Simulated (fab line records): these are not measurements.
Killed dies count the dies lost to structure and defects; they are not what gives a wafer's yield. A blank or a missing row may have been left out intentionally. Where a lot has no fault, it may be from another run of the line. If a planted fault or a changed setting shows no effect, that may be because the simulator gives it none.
A struck lot beside a sound one | flow n5 finfet | 15 out of 1938 route steps
Sound: the wafers L170.2, L170.4, L170.5. Struck: wafer L182.2; the same lot's L182.1 was not struck, so it is left out; see the end for the cause.
For every step that has rows: the tool of each side, followed by ch and its chambers, followed by its first start. Under that, the readings that differ: sound wafers | struck wafers | difference of the means | sigmas: that difference in standard deviations of wafers without a fault.
alike: readings with means less than 2 such deviations apart, plus words and numbers identical on both sides. not compared: withheld readings, readings lacking a value on some wafer, bounds such as >300 that could conceal the same value, and numbers that have no deviation in the record and whose values overlap.
Wherever a step has rows on one side only, a row that says differs or no value, or a row with sigmas, the two part there. Non-overlapping numbers with no deviation appear without sigmas and do not part them. A reading that every wafer of one side lacks parts them only if that side has two wafers or more.

N5_BEOL_M8_VIA_ETCH_34: etches SiCOH lowk in C4F6/O2, target depth 125.5 nm, time 50.5 s.
  sound on rie diel-05 ch 0,1,2, day 12 12:34; struck on rie diel-04 ch 1, day 15 03:43
  reading                | sound             | struck | difference | sigmas
  throttle valve pct (%) | 20.71 20.85 21.10 | 20.48  | -0.41      | -2
  alike: bias w, drypump motor current A, oes product au, rf vpp V, showerhead plenum p Torr
  not compared: rf hours counter h
then, 1 step without rows for these wafers: N5_BEOL_M8_STRIP_76 (strips in C4F6/O2).
N5_BEOL_M8_STRIP_36: strips in N2/H2.
  sound on rie diel-05 ch 0,1,2, day 12 12:37; struck on rie diel-04 ch 1, day 15 03:46
  reading                | sound             | struck | difference | sigmas
  oes product au (a.u.)  | 0.73 0.85 0.73    | 0.97   | +0.20      | +2
  throttle valve pct (%) | 23.42 23.49 23.90 | 23.19  | -0.41      | -2
  alike: drypump motor current A, rf vpp V, showerhead plenum p Torr
  not compared: rf hours counter h
N5_BEOL_M8_TRENCH_ETCH_37: etches SiCOH lowk in C4F6/O2, target depth 93.478 nm, time 31.2 s.
  sound: rie diel-05 ch 0,1,2; struck: rie diel-04 ch 1
  reading                | sound             | struck | difference | sigmas
  throttle valve pct (%) | 20.75 20.89 21.13 | 20.50  | -0.42      | -2
  alike: bias w, drypump motor current A, oes product au, rf vpp V, showerhead plenum p Torr
  not compared: rf hours counter h
N5_BEOL_M8_ETCH_41: etches SiCN in CH3F/O2, target depth 31.9 nm, time 57.8 s.
  sound: rie diel-05 ch 0,1,2; struck: rie diel-04 ch 1
  reading                | sound             | struck | difference | sigmas
  oes product au (a.u.)  | 0.73 0.86 0.73    | 0.95   | +0.18      | +2
  throttle valve pct (%) | 16.22 16.23 16.54 | 15.87  | -0.46      | -2
  alike: bias w, drypump motor current A, rf vpp V, showerhead plenum p Torr
  not compared: rf hours counter h
then, 1 step without rows for these wafers: N5_BEOL_M8_STRIP_80 (strips in N2/H2, time 10 s).
N5_BEOL_M8_OCD_MEAS_38:
  struck on ocd-02, day 15 03:58; sound on ocd-01, day 12 12:49
  alike: trench depth nm
then, 4 steps without rows for these wafers: N5_BEOL_M8_HM_STRIP_39 (strips TiN in peroxide tin strip, target depth 25 nm, time 158 s); N5_BEOL_M8_SRD_40 (time 30 s); N5_BEOL_M8_PRECLEAN_42 (cleans in residue remover, time 60 s); N5_BEOL_M8_SRD_43 (time 30 s).
N5_BEOL_M8_CD_MEAS_35: the cd target is 40 nm.
  struck on cd sem-02, day 15 04:07; sound on cd sem-01, day 12 12:59
  alike: cd nm
N5_BEOL_M8_CURE_75: cures SiCOH lowk, time 120 s.
  sound on uv cure-02 ch 0, day 12 14:10; struck on uv cure-03 ch 2, day 15 04:10
  reading            | sound             | struck | difference | sigmas
  lamp power pct (%) | 52.30 52.38 52.42 | 50.90  | -1.47      | -26
  run length s (s)   | 178.4 178.2 177.8 | 149.6  | -28.5      | -34
  alike: wafer_temp_C_max
N5_BEOL_M8_DEGAS_44: time 60 s.
  struck on pvd sputter-02, day 15 04:35; sound on pvd sputter-02, day 12 16:17
  alike: heater power w
N5_PASSIVATION_PROBE_49:
  the record holds rows for the sound wafers here (prober-02, day 15 19:58) but none for the struck ones

== WHERE THEY PART ==
Earliest at N5_BEOL_M8_VIA_ETCH_34; latest, in this record, at N5_PASSIVATION_PROBE_49.

WHY: whatever the simulator had introduced
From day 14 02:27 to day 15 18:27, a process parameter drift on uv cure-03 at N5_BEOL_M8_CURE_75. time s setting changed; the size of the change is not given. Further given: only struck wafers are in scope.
